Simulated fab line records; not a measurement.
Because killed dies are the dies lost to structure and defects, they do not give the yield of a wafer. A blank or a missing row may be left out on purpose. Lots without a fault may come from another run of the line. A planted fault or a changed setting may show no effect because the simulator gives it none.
Split-lot experiment || flow n5-finfet || 7 lots, 21 wafers read, on a route of 1938 steps

== ON THE SPLIT ==
At N5_SD_EPI_N_EPI_21 (deposits Si:P, time 690 s), the setting time-s was moved away from the recipe's 690 s on 8 of the 21 wafers read, by -13.5% to +15.0%. All remaining wafers had this setting at the recipe value.

== FROM THE SPLIT TO THE READING: what the file shows between them, 5 steps ==
- N5_SD_EPI_N_PRECLEAN_24: cleans in O3/DIW, time 60 s
- N5_SD_EPI_N_SRD_25: time 30 s
- N5_SD_EPI_N_PRECLEAN_49: cleans in NF3:NH3, afs cycles 1, time 20 s, sublimation time 60 s
- N5_SD_ACTIVATION_RTA_00: time 0 s
- N5_SD_ACTIVATION_LSA_01: time 0.0008 s

== THE READING ==
RS_SD_N, in ohm/sq, at N5_SD_ACTIVATION_RS_MEAS_03 (measures by four-point-probe). Typical for fault-free wafers on this fab line: 21.87 ohm/sq, with standard deviation 0.26 ohm/sq.

{"wafer": "L074.3", "tool, chamber at the split": "epi-rpcvd-01, 0", "time-s as run, s": 690, "against the recipe": "recipe", "RS_SD_N, ohm/sq": 21.55, "against lot-mates on the recipe": "-"}
{"wafer": "L074.5", "tool, chamber at the split": "epi-rpcvd-01, 0", "time-s as run, s": 690, "against the recipe": "recipe", "RS_SD_N, ohm/sq": 21.76, "against lot-mates on the recipe": "-"}
{"wafer": "L074.6", "tool, chamber at the split": "epi-rpcvd-01, 0", "time-s as run, s": 690, "against the recipe": "recipe", "RS_SD_N, ohm/sq": 21.59, "against lot-mates on the recipe": "-"}
{"wafer": "L076.1", "tool, chamber at the split": "epi-rpcvd-03, 0", "time-s as run, s": 690, "against the recipe": "recipe", "RS_SD_N, ohm/sq": 21.89, "against lot-mates on the recipe": "-"}
{"wafer": "L076.3", "tool, chamber at the split": "epi-rpcvd-03, 0", "time-s as run, s": 731.1, "against the recipe": "+6.0%", "RS_SD_N, ohm/sq": 20.79, "against lot-mates on the recipe": -1.10}
{"wafer": "L076.5", "tool, chamber at the split": "epi-rpcvd-03, 0", "time-s as run, s": 731.1, "against the recipe": "+6.0%", "RS_SD_N, ohm/sq": 21.13, "against lot-mates on the recipe": -0.76}
{"wafer": "L080.1", "tool, chamber at the split": "epi-rpcvd-02, 0", "time-s as run, s": 690, "against the recipe": "recipe", "RS_SD_N, ohm/sq": 21.66, "against lot-mates on the recipe": "-"}
{"wafer": "L080.3", "tool, chamber at the split": "epi-rpcvd-02, 0", "time-s as run, s": 793.2, "against the recipe": "+15.0%", "RS_SD_N, ohm/sq": 19.81, "against lot-mates on the recipe": -2.02}
{"wafer": "L080.4", "tool, chamber at the split": "epi-rpcvd-02, 0", "time-s as run, s": 690, "against the recipe": "recipe", "RS_SD_N, ohm/sq": 22.00, "against lot-mates on the recipe": "-"}
{"wafer": "L083.1", "tool, chamber at the split": "epi-rpcvd-02, 0", "time-s as run, s": 690, "against the recipe": "recipe", "RS_SD_N, ohm/sq": 21.88, "against lot-mates on the recipe": "-"}
{"wafer": "L083.4", "tool, chamber at the split": "epi-rpcvd-02, 0", "time-s as run, s": 690, "against the recipe": "recipe", "RS_SD_N, ohm/sq": 22.07, "against lot-mates on the recipe": "-"}
{"wafer": "L083.5", "tool, chamber at the split": "epi-rpcvd-02, 0", "time-s as run, s": 690, "against the recipe": "recipe", "RS_SD_N, ohm/sq": 21.67, "against lot-mates on the recipe": "-"}
{"wafer": "L087.1", "tool, chamber at the split": "epi-rpcvd-01, 0", "time-s as run, s": 690, "against the recipe": "recipe", "RS_SD_N, ohm/sq": 21.70, "against lot-mates on the recipe": "-"}
{"wafer": "L087.5", "tool, chamber at the split": "epi-rpcvd-01, 0", "time-s as run, s": 690, "against the recipe": "recipe", "RS_SD_N, ohm/sq": 21.92, "against lot-mates on the recipe": "-"}
{"wafer": "L087.6", "tool, chamber at the split": "epi-rpcvd-01, 0", "time-s as run, s": 608.1, "against the recipe": "-11.9%", "RS_SD_N, ohm/sq": 23.43, "against lot-mates on the recipe": "+1.62"}
{"wafer": "L090.1", "tool, chamber at the split": "epi-rpcvd-01, 0", "time-s as run, s": 634.8, "against the recipe": "-8.0%", "RS_SD_N, ohm/sq": 23.23, "against lot-mates on the recipe": "+1.11"}
{"wafer": "L090.5", "tool, chamber at the split": "epi-rpcvd-01, 0", "time-s as run, s": 690, "against the recipe": "recipe", "RS_SD_N, ohm/sq": 22.12, "against lot-mates on the recipe": "-"}
{"wafer": "L090.6", "tool, chamber at the split": "epi-rpcvd-01, 0", "time-s as run, s": 634.8, "against the recipe": "-8.0%", "RS_SD_N, ohm/sq": 22.97, "against lot-mates on the recipe": "+0.85"}
{"wafer": "L093.2", "tool, chamber at the split": "epi-rpcvd-02, 0", "time-s as run, s": 690, "against the recipe": "recipe", "RS_SD_N, ohm/sq": 22.65, "against lot-mates on the recipe": "-"}
{"wafer": "L093.4", "tool, chamber at the split": "epi-rpcvd-02, 0", "time-s as run, s": 597.1, "against the recipe": "-13.5%", "RS_SD_N, ohm/sq": 24.72, "against lot-mates on the recipe": "+2.07"}
{"wafer": "L093.6", "tool, chamber at the split": "epi-rpcvd-02, 0", "time-s as run, s": 597.1, "against the recipe": "-13.5%", "RS_SD_N, ohm/sq": 24.88, "against lot-mates on the recipe": "+2.23"}

THE FIT
A straight line over all 21 wafers: RS_SD_N changes by -0.169 ohm/sq for each +1% of time-s; r = -0.96; the points scatter about the line by 0.35 ohm/sq.
The same after taking each lot's own level away (the mean of its wafers on the recipe; 21 wafers): -0.145 ohm/sq for each +1%; r = -0.99; scatter 0.16 ohm/sq.
Per that fit: largest time-s move, reading shift of 2.2 ohm/sq.
Across the lots, their own levels run from 21.633 to 22.650 ohm/sq, a range of 3.9 times the standard deviation given above.
So the lot-to-lot level changes the slope: the two fits differ.
Check: for one of the wafers moved furthest among these (+15.0%), held out of the fit, the line's prediction against its lot-mates is -2.25 ohm/sq. Against them it came out at -2.02 ohm/sq.

== THE OTHER SPLITS THESE WAFERS WENT THROUGH ==
Before the reading, these wafers also passed through other splits. Each is held against what the fit with the lots' levels taken away leaves over:
{"other split on the same wafers": "N5_FIN_SAQP_PECVD_06 time-s", "wafers away from the commonest value": 5, "r with RS_SD_N (lot level and that fit taken away)": -0.25}
{"other split on the same wafers": "N5_FIN_SAQP_COAT_49 time-s", "wafers away from the commonest value": 8, "r with RS_SD_N (lot level and that fit taken away)": "+0.59"}
{"other split on the same wafers": "N5_DUMMY_GATE_CVD_03 temp-c", "wafers away from the commonest value": 9, "r with RS_SD_N (lot level and that fit taken away)": "+0.02"}
{"other split on the same wafers": "N5_DUMMY_GATE_COAT_35 spin-rpm", "wafers away from the commonest value": 7, "r with RS_SD_N (lot level and that fit taken away)": -0.17}
{"other split on the same wafers": "N5_SD_EPI_N_ETCH_45 target-depth-a", "wafers away from the commonest value": 7, "r with RS_SD_N (lot level and that fit taken away)": -0.03}

== THE WHOLE CHAIN: every reading that the file lists as answering this split, in the file's order ==
{"step": "N5_SD_EPI_N_EPI_21", "what it does": "deposits Si:P, time 690 s", "reading": "Si-P_of_SD_EPI_N_EPI_21.thk-nm (the simulator's own value, which no gauge read)", "change (the file's fit)": "+0.406 nm for each +1% of the setting", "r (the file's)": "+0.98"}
{"step": "N5_SD_EPI_N_PRECLEAN_24", "what it does": "cleans in O3/DIW, time 60 s", "reading": "Si-P_of_SD_EPI_N_EPI_21.thk-nm (the simulator's own value, which no gauge read)", "change (the file's fit)": "+0.4 nm for each +1% of the setting", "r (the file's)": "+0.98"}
{"step": "N5_SD_ACTIVATION_RS_MEAS_03", "what it does": "measures by four-point-probe", "reading": "RS_SD_N", "change (the file's fit)": "-0.142 for each +1% of the setting", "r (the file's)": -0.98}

== FILE'S OWN FIT ==
RS_SD_N changes by -0.142 ohm/sq for each +1% of time-s, r = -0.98.
